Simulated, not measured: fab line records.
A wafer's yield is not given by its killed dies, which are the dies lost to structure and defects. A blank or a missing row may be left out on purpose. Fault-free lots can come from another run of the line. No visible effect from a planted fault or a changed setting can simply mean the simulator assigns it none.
Chamber matching    flow n5-finfet    N5_FIN_SAQP_ALD_61 on ald-sin-03: 4 sister chambers
The step deposits SiO2, target thk 4 nm, pulse time 1 s, purge time 2 s. 20 wafers are shown with their chamber, then 10 later ones without.

== WAFERS WITH THEIR CHAMBER ==
wafer   chamber  heater-power-w (W)  precursor-pulse-height-rel  chamber-pressure-Torr (Torr)
L075.2  2        519                 0.983                       2.000
L075.5  3        531                 0.973                       1.994
L075.6  2        511                 0.989                       2.011
L080.2  0        461                 1.016                       1.995
L080.3  1        412                 0.987                       1.996
L080.6  2        514                 1.008                       2.001
L081.1  2        529                 1.003                       1.997
L081.4  1        427                 0.973                       2.002
L081.5  2        532                 0.999                       2.004
L083.1  1        418                 1.006                       1.999
L083.3  2        521                 1.012                       1.998
L083.4  3        532                 1.008                       2.000
L084.1  3        544                 1.011                       1.996
L084.2  0        476                 1.023                       2.003
L084.4  1        402                 0.989                       1.999
L086.2  3        552                 0.997                       2.005
L086.4  0        455                 1.030                       1.999
L086.5  1        430                 1.006                       2.005
L088.4  3        538                 0.990                       2.003
L088.5  0        461                 1.012                       1.998

SIGNATURES (averages over the wafers above)
reading                     chamber 0  chamber 1  chamber 2  chamber 3  scatter within a chamber
heater-power-w              463.25     417.80     521.00     539.40     9.36
precursor-pulse-height-rel  1.02025    0.99220    0.99900    0.99580    0.0126
chamber-pressure-Torr       1.99875    2.00020    2.00183    1.99960    0.0043
Rule: distance of a wafer from a chamber = root of the sum over the readings of ((wafer's reading minus chamber's mean) / reading's scatter) squared. If the next closest chamber is less than 2 further off than the closest, the wafer can't be placed; otherwise it belongs to the closest. The scatter: the root of (the sum of the squares of (reading less its chamber's mean) over the shown wafers, divided by (wafers less chambers)).

== WAFERS WHOSE CHAMBER IS MISSING ==
wafer   heater-power-w (W)  precursor-pulse-height-rel  chamber-pressure-Torr (Torr)
L088.6  550                 1.029                       2.007
L089.2  465                 0.978                       1.995
L089.5  508                 1.024                       2.003
L089.6  537                 1.007                       1.997
L092.2  529                 1.018                       1.992
L092.4  521                 0.995                       2.001
L092.5  524                 0.994                       2.003
L095.2  514                 1.005                       2.001
L095.4  540                 0.992                       1.999
L095.5  535                 0.975                       1.999

== CHAMBER TAKEN BY EACH ==
wafer   from the rows above      in truth
L088.6  can't be placed: 3 or 2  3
L089.2  can't be placed: 0 or 1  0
L089.5  can't be placed: 2 or 3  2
L089.6  can't be placed: 3 or 2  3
L092.2  can't be placed: 3 or 2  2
L092.4  can't be placed: 2 or 3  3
L092.5  can't be placed: 2 or 3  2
L095.2  can't be placed: 2 or 3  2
L095.4  can't be placed: 3 or 2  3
L095.5  can't be placed: 3 or 2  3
Placed correctly: 0 of 10. Can't be placed from these rows: 10 (the true chamber is among the candidates in 10). Number placed wrongly: 0.
